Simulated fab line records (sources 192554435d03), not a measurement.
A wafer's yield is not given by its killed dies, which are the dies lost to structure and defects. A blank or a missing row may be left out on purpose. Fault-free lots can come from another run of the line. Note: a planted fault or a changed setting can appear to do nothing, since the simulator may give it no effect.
Comparing a struck lot with a sound one	flow n5Finfet	19 steps out of a route of 1938
Sound: the wafers L300.1, L300.2, L300.6. Struck: wafer L295.3 (left out: L295.2, a lot-mate that was not struck); the cause follows at the end.
For every step that has rows: the tool of each side, followed by ch and its chambers, followed by its first start. Under that, the readings that differ: sound wafers	struck wafers	difference of the means	sigmas: that difference in standard deviations of wafers without a fault.
alike: readings with means less than 2 such deviations apart, plus words and numbers identical on both sides. not compared: withheld readings, readings lacking a value on some wafer, bounds such as >300 that could conceal the same value, and numbers that have no deviation in the record and whose values overlap.
The two part at a step that has a row with sigmas, a row that says differs or no value, or rows on one side only. Numbers that don't overlap but have no deviation are shown without sigmas and don't part them. Lack of a reading on every wafer of one side parts them only where that side has two or more wafers.

first, 6 steps without rows for these wafers: N5_BEOL_M0_SAQP_COAT_34 (resist thk 30 nm); N5_BEOL_M0_SAQP_EBR_36; N5_BEOL_M0_SAQP_SOFTBAKE_35 (time 60 s); N5_BEOL_M0_SAQP_EXPOSE_37 (exposes mask M0 CUT1, target cd 30 nm); N5_BEOL_M0_SAQP_PEB_38 (peb time 60 s); N5_BEOL_M0_SAQP_DEVELOP_39 (develop time 30 s).
N5_BEOL_M0_SAQP_CD_MEAS_40: target cd 30 nm.
  sound on cdSem-02 ch 0, day 9 19:13; struck on cdSem-03 ch 0, day 8 17:17
  alike: cdNm
N5_BEOL_M0_SAQP_OVL_MEAS_41:
  sound on overlay-01 ch 0, day 9 19:14; struck on overlay-02 ch 0, day 8 17:19
  alike: M0_CUT1_OVL
N5_BEOL_M0_SAQP_INSPECT_42: inspects for defects (brightfield).
  sound: defectInspect-01 at day 9 19:18; struck: defectInspect-01 at day 8 17:22
  alike: rawDefectCount
N5_BEOL_M0_SAQP_DESCUM_45: chemistry O2, time 7 s.
  sound on rieDiel-03 ch 1,3, day 9 19:20; struck on rieDiel-01 ch 3, day 8 17:24
  alike: drypumpMotorCurrentA, oesProductAu, rfFwdPowerW, rfVppV, showerheadPlenumPTorr, throttleValvePct
  not compared: rfHoursCounterH
N5_BEOL_M0_SAQP_ETCH_88: etches underlayer in N2/H2, target depth 6.5 nm, time 5.2 s.
  sound on rieDiel-03 ch 1,3, day 9 19:22; struck on rieDiel-01 ch 3, day 8 17:26
reading	sound	struck	difference	sigmas
etchRfOnTimeS (s)	5.24 5.19 5.24	5.06	-0.16	-2
  alike: drypumpMotorCurrentA, oesProductAu, rfFwdPowerW, rfVppV, showerheadPlenumPTorr, throttleValvePct
  not compared: rfHoursCounterH
N5_BEOL_M0_SAQP_ETCH_73: etches SiARC in CF4, target depth 19.5 nm, time 32.5 s.
  sound on rieDiel-03 ch 1,3, day 9 19:23; struck on rieDiel-01 ch 3, day 8 17:27
  alike: cf4FlowSccm, drypumpMotorCurrentA, etchRfOnTimeS, oesProductAu, rfFwdPowerW, rfVppV, showerheadPlenumPTorr, throttleValvePct
  not compared: rfHoursCounterH
N5_BEOL_M0_SAQP_CUT_ETCH_46: etches SOC in N2/H2, target depth 135 nm, overetch 27 nm, time 202.5 s.
  sound on rieDiel-03 ch 1,3, day 9 19:25; struck on rieDiel-01 ch 3, day 8 17:29
reading	sound	struck	difference	sigmas
model.SiARC_of_BEOL_M0_SAQP_COAT_72.thkNm (nm)	5 4.8 5	3.2	-1.7	
model.BEOL_M0_SAQP.cdNm (nm)	30.2 29.8 30.2	31	+1	
  alike: drypumpMotorCurrentA, rfFwdPowerW, rfVppV, showerheadPlenumPTorr, throttleValvePct
  not compared: rfHoursCounterH
then, 2 steps without rows for these wafers: N5_BEOL_M0_SAQP_STRIP_74 (strips in N2/H2); N5_BEOL_M0_SAQP_STRIP_89 (strips in N2/H2).
N5_BEOL_M0_SAQP_ALD_48: deposits SiO2, target thk 20 nm, pulse time 1 s, co reactant pulse time 1 s.
  sound on aldSin-02 ch 0,2,3, day 9 19:43; struck on aldSin-01 ch 2, day 8 17:41
  alike: heaterPowerW, precursorPulseHeightRel, susceptorTempC
N5_BEOL_M0_SAQP_ETCH_49: etches SiO2 in CF4/O2, target depth 37 nm.
  sound on rieDiel-01 ch 1,2, day 9 20:14; struck on rieDiel-06 ch 1, day 8 18:13
reading	sound	struck	difference	sigmas
oesProductAu (a.u.)	0.71 0.71 0.71	0.90	+0.19	+3
model.BEOL_M0_SAQP.cdNm (nm)	30.2 29.8 30.2	31	+1	
  alike: cf4FlowSccm, drypumpMotorCurrentA, rfFwdPowerW, rfVppV, showerheadPlenumPTorr, throttleValvePct
  not compared: rfHoursCounterH
N5_BEOL_M0_SAQP_STRIP_75: strips in CF4.
  sound on rieDiel-01 ch 1,2, day 9 20:20; struck on rieDiel-06 ch 1, day 8 18:19
reading	sound	struck	difference	sigmas
oesProductAu (a.u.)	0.166 0.165 0.168	0.206	+0.040	+3
throttleValvePct (%)	13.74 13.81 13.75	13.23	-0.54	-2
  alike: cf4FlowSccm, drypumpMotorCurrentA, rfFwdPowerW, rfVppV, showerheadPlenumPTorr
  not compared: rfHoursCounterH
-- here the record skips 3 days between the struck wafers' starts before and after, leaving off in module BEOL_M0_SAQP and picking up in module BEOL_M4 (first step shown: number 1111 of the route) --
N5_BEOL_M4_RC_MEAS_101:
  sound on prober-01 ch 0, day 13 14:28; struck on prober-01 ch 0, day 11 09:19
reading	sound	struck	difference	sigmas
DIBL_P (mV/V)	35.4 37.8 37.2	33.5	-3.3	-2
SS_P (mV/dec)	73.3 72.8 72.9	74.4	+1.4	+3
  alike: DIBL_N, IOFF_N, IOFF_P, ION_N, ION_P, SS_N, VT_N, VT_P

## WHERE THEY PART
Last at N5_BEOL_M4_RC_MEAS_101 as far as this record goes, first at N5_BEOL_M0_SAQP_ETCH_88.

WHY: what had been put in by the simulator
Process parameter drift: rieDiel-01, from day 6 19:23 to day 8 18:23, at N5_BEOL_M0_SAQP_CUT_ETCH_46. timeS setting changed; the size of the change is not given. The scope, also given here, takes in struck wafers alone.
